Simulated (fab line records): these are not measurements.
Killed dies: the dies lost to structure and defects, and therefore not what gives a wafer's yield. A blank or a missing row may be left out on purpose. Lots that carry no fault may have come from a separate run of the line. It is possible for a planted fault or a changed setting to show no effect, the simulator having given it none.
Split-lot trial | flow n5-finfet | 21 wafers read from 7 lots, route of 1938 steps

ON THE SPLIT
At N5_FIN_CUT_CUT_ETCH_26 (etches SiNx in CH3F/O2, target depth 39 nm, time 55.7 s), the setting source-w was moved away from the recipe's 395 W on 6 of the 21 wafers read, by +4.7% to +16.6%. For the rest of the wafers, this setting stayed at what the recipe calls for.

The reading comes from the split's own step.

THE READING
rf-vpp-V, in V, at N5_FIN_CUT_CUT_ETCH_26 (etches SiNx in CH3F/O2, target depth 39 nm, time 55.7 s). Fault-free wafers of this fab line usually give 298.9 V, standard deviation 2.6 V.

wafer  | tool, chamber at the split | source-w as run, W | against the recipe | rf-vpp-V, V | against lot-mates on the recipe
L074.3 | rie-diel-02, 2             | 395                | recipe             | 302.2       | -
L074.4 | rie-diel-02, 3             | 395                | recipe             | 299.5       | -
L074.6 | rie-diel-02, 2             | 395                | recipe             | 300.6       | -
L078.1 | rie-diel-05, 3             | 395                | recipe             | 301.1       | -
L078.2 | rie-diel-05, 2             | 420.3              | +6.4%              | 283.8       | -17.8
L078.4 | rie-diel-05, 0             | 395                | recipe             | 302.0       | -
L083.4 | rie-diel-02, 3             | 395                | recipe             | 300.0       | -
L083.5 | rie-diel-02, 3             | 395                | recipe             | 298.7       | -
L083.6 | rie-diel-02, 0             | 395                | recipe             | 300.6       | -
L087.2 | rie-diel-04, 2             | 395                | recipe             | 295.1       | -
L087.3 | rie-diel-04, 1             | 395                | recipe             | 299.4       | -
L087.6 | rie-diel-04, 0             | 395                | recipe             | 302.2       | -
L089.2 | rie-diel-05, 1             | 395                | recipe             | 297.5       | -
L089.3 | rie-diel-05, 3             | 453.4              | +14.8%             | 281.7       | -17.9
L089.4 | rie-diel-05, 3             | 395                | recipe             | 301.7       | -
L091.2 | rie-diel-04, 0             | 395                | recipe             | 302.1       | -
L091.3 | rie-diel-04, 1             | 460.5              | +16.6%             | 278.1       | -24.0
L091.4 | rie-diel-04, 0             | 460.5              | +16.6%             | 280.1       | -22.0
L096.1 | rie-diel-04, 1             | 395                | recipe             | 299.3       | -
L096.4 | rie-diel-04, 2             | 413.5              | +4.7%              | 289.3       | -10.0
L096.6 | rie-diel-04, 1             | 413.5              | +4.7%              | 293.9       | -5.4

THE FIT
A straight line over all 21 wafers: rf-vpp-V changes by -1.32 V for each +1% of source-w; r = -0.94; the points scatter about the line by 2.7 V.
The same after taking each lot's own level away (the mean of its wafers on the recipe; 21 wafers): -1.39 V for each +1%; r = -0.95; scatter 2.7 V.
The reading moves by 23 V for the largest change in source-w, on that fit.
Measured against the standard deviation above, the lots' own levels, which go from 298.90 to 302.10 V, span 1.2 times it.
The two slopes agree, so the slope changes little with the lot-to-lot level.
Check: -23.2 V against its lot-mates is what the line predicts for one of the wafers moved furthest among these (+16.6%) when that wafer is left out of the fit. Against them it came out at -24 V.
Tool readings at the split's step, against how far the setting was moved: rf-vpp-V r = -0.94.

THESE WAFERS: OTHER SPLITS
Before the reading, these wafers also passed through other splits. Each is held against what the fit with the lots' levels taken away leaves over:
other split on the same wafers            | wafers away from the commonest value | r with rf-vpp-V (lot level and that fit taken away)
N5_WELL_APT_EXPOSE_05 dose-mj             | 5                                    | -0.05
N5_WELL_APT_DESCUM_13 time-s              | 6                                    | -0.04
N5_PMOS_HMC_CHANNEL_EPI_COAT_03 spin-rpm  | 9                                    | +0.23
N5_PMOS_HMC_CHANNEL_EPI_PEB_07 peb-time-s | 8                                    | +0.08
N5_FIN_SAQP_FIN_ETCH_36 icp-w             | 3                                    | -0.14
N5_FIN_CUT_ETCH_21 bias-w                 | 9                                    | +0.05

FILE'S OWN FIT
rf-vpp-V changes by -1.43 V for each +1% of source-w, r = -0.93.
